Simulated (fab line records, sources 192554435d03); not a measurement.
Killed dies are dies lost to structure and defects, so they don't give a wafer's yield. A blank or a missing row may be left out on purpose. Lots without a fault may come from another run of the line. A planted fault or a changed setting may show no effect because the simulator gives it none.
Which tool did it? | flow n5_finfet | 10 lots, 29 wafers sampled, at 4 steps of a route of 1938

WHAT THE GAUGES READ, wafer by wafer
The record holds no reading of a measuring or inspecting step that can be judged against a usual standard deviation.

WHICH TOOL RAN EACH LOT (tool, then ch and the chambers of the sampled wafers, then the start)
lot  | N5_FIN_SAQP_SPACER1_ETCHBACK_25   | N5_FIN_SAQP_ETCH_34               | N5_FIN_CUT_COAT_18               | N5_FIN_CUT_ETCH_30
L294 | rie_diel-04 ch 0,2,3, day 2 00:26 | rie_diel-05 ch 1,3, day 2 02:41   | litho_track-03 ch 0, day 2 03:11 | rie_diel-06 ch 1,2,3, day 2 03:46
L296 | rie_diel-04 ch 0,2,3, day 2 12:10 | rie_diel-04 ch 1,2, day 2 14:54   | litho_track-05 ch 0, day 2 15:24 | rie_diel-02 ch 0,2,3, day 2 15:50
L297 | rie_diel-04 ch 2,3, day 2 18:17   | rie_diel-04 ch 1,3, day 2 20:09   | litho_track-03 ch 0, day 2 20:38 | rie_diel-03 ch 0,1, day 2 21:04
L299 | rie_diel-01 ch 1,2, day 3 05:18   | rie_diel-01 ch 1, day 3 07:10     | litho_track-03 ch 0, day 3 07:40 | rie_diel-03 ch 2, day 3 08:13
L300 | rie_diel-04 ch 1,2,3, day 3 11:28 | rie_diel-04 ch 1,3, day 3 13:24   | litho_track-04 ch 0, day 3 13:54 | rie_diel-02 ch 0,3, day 3 14:20
L301 | rie_diel-01 ch 1,3, day 3 18:08   | rie_diel-01 ch 0,1, day 3 20:01   | litho_track-04 ch 0, day 3 20:31 | rie_diel-06 ch 0,1, day 3 21:04
L304 | rie_diel-05 ch 2,3, day 4 11:55   | rie_diel-05 ch 1,3, day 4 14:43   | litho_track-05 ch 0, day 4 15:12 | rie_diel-02 ch 1,3, day 4 15:38
L308 | rie_diel-05 ch 0,2,3, day 5 11:50 | rie_diel-05 ch 1,3, day 5 14:11   | litho_track-04 ch 0, day 5 14:41 | rie_diel-03 ch 1,2,3, day 5 15:06
L309 | rie_diel-05 ch 0,1,2, day 5 19:34 | rie_diel-04 ch 0,1, day 5 21:28   | litho_track-03 ch 0, day 5 21:58 | rie_diel-03 ch 0,1,2, day 5 22:31
L312 | rie_diel-05 ch 2,3, day 6 14:05   | rie_diel-05 ch 1,2,3, day 6 15:56 | litho_track-03 ch 0, day 6 16:26 | rie_diel-06 ch 0,1,2, day 6 16:52
- N5_FIN_SAQP_SPACER1_ETCHBACK_25: etches SiO2 in CHF3/O2, target depth 24.4 nm, time 12.2 s.
- N5_FIN_SAQP_ETCH_34: etches SiO2 in C4F6/O2, target depth 45 nm, time 15 s.
- N5_FIN_CUT_COAT_18: time 60 s, resist thk 230 nm.
- N5_FIN_CUT_ETCH_30: etches underlayer in N2/H2, target depth 13 nm, time 10.4 s.

WHAT THE TOOLS THEMSELVES READ (means of the sampled wafers that have a number; where no wafer has one, the mark that the record gives instead)
N5_FIN_SAQP_SPACER1_ETCHBACK_25. Usual: O2_flow_sccm 5.001 sccm, standard deviation 0.015; drypump_motor_current_A 5.3 A, standard deviation 0.53; oes_product_au 0.75 a.u., standard deviation 0.073; rf_vpp_V 526 V, standard deviation 16; showerhead_plenum_p_Torr 2.38 Torr, standard deviation 0.075; throttle_valve_pct 18.86 %, standard deviation 0.27.
lot  | tool        | O2_flow_sccm (sccm) | drypump_motor_current_A (A) | oes_product_au (a.u.) | rf_vpp_V (V) | showerhead_plenum_p_Torr (Torr) | throttle_valve_pct (%) | flag
L294 | rie_diel-04 | 5.002               | 5.2                         | 0.73                  | 532          | 2.41                            | 18.98                  |
L296 | rie_diel-04 | 5.009               | 5.2                         | 0.73                  | 532          | 2.41                            | 18.99                  |
L297 | rie_diel-04 | 5.017               | 5.2                         | 0.75                  | 524          | 2.39                            | 18.76                  |
L299 | rie_diel-01 | 4.992               | 5.5                         | 0.73                  | 510          | 2.44                            | 18.99                  |
L300 | rie_diel-04 | 5.008               | 5.2                         | 0.72                  | 534          | 2.37                            | 18.83                  |
L301 | rie_diel-01 | 5.017               | 4.8                         | 0.72                  | 522          | 2.41                            | 18.75                  |
L304 | rie_diel-05 | 4.998               | 5.0                         | 0.81                  | 511          | 2.37                            | 18.80                  |
L308 | rie_diel-05 | 4.992               | 5.4                         | 0.77                  | 520          | 2.38                            | 18.75                  |
L309 | rie_diel-05 | 4.981               | 5.9                         | 0.76                  | 529          | 2.38                            | 18.74                  |
L312 | rie_diel-05 | 4.993               | 5.0                         | 0.79                  | 510          | 2.36                            | 18.84                  |

N5_FIN_SAQP_ETCH_34. Usual: C4F6_flow_sccm 10.001 sccm, standard deviation 0.029; O2_flow_sccm 10.00 sccm, standard deviation 0.031; drypump_motor_current_A 5.3 A, standard deviation 0.47; etch_rf_on_time_s 15.1 s, standard deviation 0.33; oes_product_au 0.63 a.u., standard deviation 0.059; rf_vpp_V 670 V, standard deviation 21; showerhead_plenum_p_Torr 2.81 Torr, standard deviation 0.098; throttle_valve_pct 21.06 %, standard deviation 0.3.
lot  | tool        | C4F6_flow_sccm (sccm) | O2_flow_sccm (sccm) | drypump_motor_current_A (A) | etch_rf_on_time_s (s) | oes_product_au (a.u.) | rf_vpp_V (V) | showerhead_plenum_p_Torr (Torr) | throttle_valve_pct (%) | flag
L294 | rie_diel-05 | 10.001                | 10.01               | 5.9                         | 15.3                  | 0.67                  | 662          | 2.77                            | 21.13                  |
L296 | rie_diel-04 | 10.003                | 9.98                | 5.4                         | 15.1                  | 0.62                  | 668          | 2.70                            | 20.82                  |
L297 | rie_diel-04 | 10.002                | 9.99                | 5.0                         | 15.2                  | 0.62                  | 698          | 2.88                            | 21.23                  |
L299 | rie_diel-01 | 9.980                 | 9.98                | 4.7                         | 14.9                  | 0.65                  | 644          | 2.96                            | 21.16                  |
L300 | rie_diel-04 | 10.019                | 10.03               | 5.1                         | 15.4                  | 0.61                  | 698          | 2.88                            | 21.25                  |
L301 | rie_diel-01 | 10.013                | 9.99                | 4.8                         | 15.1                  | 0.61                  | 680          | 2.87                            | 21.20                  |
L304 | rie_diel-05 | 10.022                | 9.98                | 5.4                         | 14.9                  | 0.66                  | 650          | 2.75                            | 21.17                  |
L308 | rie_diel-05 | 9.987                 | 9.99                | 5.4                         | 15.0                  | 0.65                  | 650          | 2.75                            | 21.18                  |
L309 | rie_diel-04 | 10.002                | 10.01               | 5.4                         | 15.2                  | 0.59                  | 677          | 2.77                            | 21.28                  |
L312 | rie_diel-05 | 9.997                 | 9.99                | 5.5                         | 15.0                  | 0.67                  | 660          | 2.80                            | 21.03                  |

N5_FIN_CUT_COAT_18. Usual: heater_power_total_W 500.4 W, standard deviation 1.9; plate_temp_C 250.02 C, standard deviation 0.19; spin_speed_rpm 1500.2 rpm, standard deviation 1.1.
lot  | tool           | heater_power_total_W (W) | plate_temp_C (C) | spin_speed_rpm (rpm) | flag
L294 | litho_track-03 | 500.1                    | 249.87           | 1499.8               |
L296 | litho_track-05 | 499.1                    | 250.10           | 1498.7               |
L297 | litho_track-03 | 499.6                    | 250.16           | 1499.3               |
L299 | litho_track-03 | 500.0                    | 250.02           | 1499.5               |
L300 | litho_track-04 | 501.0                    | 249.83           | 1500.4               |
L301 | litho_track-04 | 499.8                    | 250.20           | 1500.5               |
L304 | litho_track-05 | 500.6                    | 250.19           | 1498.9               |
L308 | litho_track-04 | 499.9                    | 250.05           | 1501.5               |
L309 | litho_track-03 | 501.0                    | 250.13           | 1632.3               | OFF
L312 | litho_track-03 | 500.5                    | 249.86           | 1631.5               | OFF

N5_FIN_CUT_ETCH_30. Usual: drypump_motor_current_A 5.90 A, standard deviation 0.26; etch_rf_on_time_s 10.3 s, standard deviation 0.4; oes_product_au 0.66 a.u., standard deviation 0.061; rf_vpp_V 524.6 V, standard deviation 2.1; showerhead_plenum_p_Torr 2.56 Torr, standard deviation 0.075; throttle_valve_pct 17.79 %, standard deviation 0.24.
lot  | tool        | drypump_motor_current_A (A) | etch_rf_on_time_s (s) | oes_product_au (a.u.) | rf_vpp_V (V) | showerhead_plenum_p_Torr (Torr) | throttle_valve_pct (%) | flag
L294 | rie_diel-06 | 6.12                        | 10.5                  | 0.69                  | 524.0        | 2.54                            | 17.62                  |
L296 | rie_diel-02 | 5.88                        | 10.3                  | 0.62                  | 524.5        | 2.53                            | 17.81                  |
L297 | rie_diel-03 | 5.54                        | 10.5                  | 0.64                  | 523.1        | 2.50                            | 17.98                  |
L299 | rie_diel-03 | 6.04                        | 10.2                  | 0.72                  | 524.7        | 2.60                            | 17.88                  |
L300 | rie_diel-02 | 5.72                        | 10.5                  | 0.59                  | 523.5        | 2.50                            | 17.89                  |
L301 | rie_diel-06 | 6.04                        | 10.3                  | 0.69                  | 526.4        | 2.65                            | 17.81                  |
L304 | rie_diel-02 | 6.05                        | 10.1                  | 0.70                  | 526.9        | 2.64                            | 17.62                  |
L308 | rie_diel-03 | 5.79                        | 10.4                  | 0.65                  | 525.3        | 2.58                            | 17.93                  |
L309 | rie_diel-03 | 5.75                        | 10.2                  | 0.66                  | 523.3        | 2.51                            | 17.93                  |
L312 | rie_diel-06 | 6.11                        | 10.3                  | 0.67                  | 525.2        | 2.58                            | 17.67                  |

THE ANSWER, worked out from the rows above alone
Rule: a lot is off if the mean of its wafers that have a number lies more than 3 standard deviations from the usual mean. A lot without any number at a reading at which 4 lots or more have one is off too. The other lots that the step has rows for count as sound. The gauges are gone through in route order, then the tools' own readings, and for those a lot's mean is taken as printed above. The first step at which some lot is off is used, and at that step the reading that is off furthest; a lot without a number counts as furthest.
Off: L309, L312, at N5_FIN_CUT_COAT_18 (spin_speed_rpm).
A tool fits if, at that step or a process step before it, it ran every lot that is off, and no sound lot after the first of them. Can't be told from this: 2 tools fit, rie_diel-05 at N5_FIN_SAQP_SPACER1_ETCHBACK_25, litho_track-03 at N5_FIN_CUT_COAT_18.

WHAT THE SIMULATOR HAD PUT IN
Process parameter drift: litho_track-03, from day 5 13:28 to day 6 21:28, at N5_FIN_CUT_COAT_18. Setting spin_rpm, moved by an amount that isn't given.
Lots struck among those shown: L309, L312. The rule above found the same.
